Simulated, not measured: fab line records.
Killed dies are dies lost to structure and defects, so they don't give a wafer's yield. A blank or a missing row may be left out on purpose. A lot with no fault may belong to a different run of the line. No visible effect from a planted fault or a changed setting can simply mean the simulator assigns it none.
What tool caused it? -- flow n5_finfet -- Sampling: 10 lots, 30 wafers, 3 of 1938 route steps

## WHAT THE GAUGES SHOWED, per wafer
N5_BEOL_M6_INSPECT_58: inspects for defects (darkfield).
lot,measured,on,raw_defect_count
L694,day 9 08:51,defect_inspect-02,33 39 63
L696,day 9 20:32,defect_inspect-02,66 100 90
L698,day 10 14:32,defect_inspect-01,86 124 97
L702,day 11 09:23,defect_inspect-01,123 108 80
L701,day 11 18:10,defect_inspect-01,68 46 55
L709,day 13 12:19,defect_inspect-01,62 82 64
L711,day 13 17:34,defect_inspect-01,60 47 55
L712,day 13 20:05,defect_inspect-01,72 57 39
L713,day 14 13:13,defect_inspect-02,114 112 163
L715,day 15 16:59,defect_inspect-02,125 109 89

## WHICH TOOL RAN EACH LOT (tool, then ch and the chambers of the sampled wafers, then the start)
lot,N5_BEOL_M6_ETCH_41,N5_BEOL_M6_ALD_77
L694,"rie_diel-02 ch 0,1,2, day 9 06:55 or earlier","ald_metal-01 ch 0,1,3, day 9 06:55"
L696,"rie_diel-02 ch 0,1,3, day 9 18:18 or earlier","ald_metal-02 ch 0,1, day 9 18:18"
L698,"rie_diel-04 ch 0,2,3, day 10 12:44 or earlier","ald_metal-01 ch 1,2,3, day 10 12:44"
L702,"rie_diel-04 ch 0,1,2, day 11 07:42 or earlier","ald_metal-02 ch 1,2,3, day 11 07:42"
L701,"rie_diel-01 ch 0,1, day 11 16:38 or earlier","ald_metal-02 ch 0,2, day 11 16:38"
L709,"rie_diel-02 ch 1,3, day 13 10:06 or earlier","ald_metal-01 ch 0,2,3, day 13 10:06"
L711,"rie_diel-02 ch 2,3, day 13 15:31 or earlier","ald_metal-03 ch 0,1,2, day 13 15:31"
L712,"rie_diel-01 ch 0,2, day 13 18:38 or earlier","ald_metal-03 ch 0,2,3, day 13 18:38"
L713,"rie_diel-01 ch 0,2,3, day 14 10:33 or earlier","ald_metal-01 ch 0,1,2, day 14 10:33"
L715,"rie_diel-02 ch 1,2,3, day 15 15:06 or earlier","ald_metal-02 ch 0,1,3, day 15 15:06"
- N5_BEOL_M6_ETCH_41: etches SiCN in CH3F/O2, target depth 29.7 nm, time 52 s.
- N5_BEOL_M6_ALD_77: deposits TaN, target thk 2 nm, pulse time 2 s, purge time 3 s.

## WHAT THE TOOLS THEMSELVES READ (means of the sampled wafers that have a number; where no wafer has one, the mark that the record gives instead)
N5_BEOL_M6_ETCH_41.
lot,tool,drypump_motor_current_A (A),oes_product_au (a.u.),rf_fwd_power_W (W),rf_vpp_V (V),showerhead_plenum_p_Torr (Torr),throttle_valve_pct (%)
L694,rie_diel-02,5.3,0.74,391.4,297.6,2.02,16.52
L696,rie_diel-02,5.2,0.74,390.5,298.9,2.05,16.54
L698,rie_diel-04,5.6,0.79,391.6,297.2,2.01,16.38
L702,rie_diel-04,5.6,0.80,392.8,296.4,1.98,16.36
L701,rie_diel-01,5.5,0.79,391.0,298.9,2.09,16.22
L709,rie_diel-02,4.8,0.75,391.5,297.7,2.03,16.54
L711,rie_diel-02,5.4,0.70,390.2,296.8,2.01,16.36
L712,rie_diel-01,5.8,0.82,388.2,299.7,2.10,16.15
L713,rie_diel-01,5.7,0.81,390.2,297.6,2.05,16.16
L715,rie_diel-02,5.1,0.71,390.9,297.8,2.01,16.50

N5_BEOL_M6_ALD_77.
lot,tool,heater_power_w (W),susceptor_temp_C (C)
L694,ald_metal-01,439,275.00
L696,ald_metal-02,390,274.93
L698,ald_metal-01,433,275.07
L702,ald_metal-02,432,274.87
L701,ald_metal-02,406,274.96
L709,ald_metal-01,405,275.07
L711,ald_metal-03,464,275.22
L712,ald_metal-03,464,274.98
L713,ald_metal-01,454,275.10
L715,ald_metal-02,425,274.84

## THE ANSWER, worked out from the rows above alone
Rule: the lots themselves supply what counts as usual. Put in order of their means at a reading, lots are off if they are a third of the lots or fewer, leave a main group of 4 or more, and stand apart from it by a gap of 3 or more times the standard deviation of the main group's means; of several such gaps the widest counts. The tables above print the reading to a certain number of digits; a main group whose means all agree to those digits is not used. A lot without any number at a reading at which 4 lots or more have one is off too. Any other lot the step has rows for is counted as sound. The gauges are gone through in route order, then the tools' own readings, and for those a lot's mean is taken as printed above. At the first step where some lot is off, the reading lying furthest off is the one used; lots without a number count as furthest.
Across all readings shown, no lot is off: no conclusion can be drawn from this.

## WHAT WAS PUT IN BY THE SIMULATOR
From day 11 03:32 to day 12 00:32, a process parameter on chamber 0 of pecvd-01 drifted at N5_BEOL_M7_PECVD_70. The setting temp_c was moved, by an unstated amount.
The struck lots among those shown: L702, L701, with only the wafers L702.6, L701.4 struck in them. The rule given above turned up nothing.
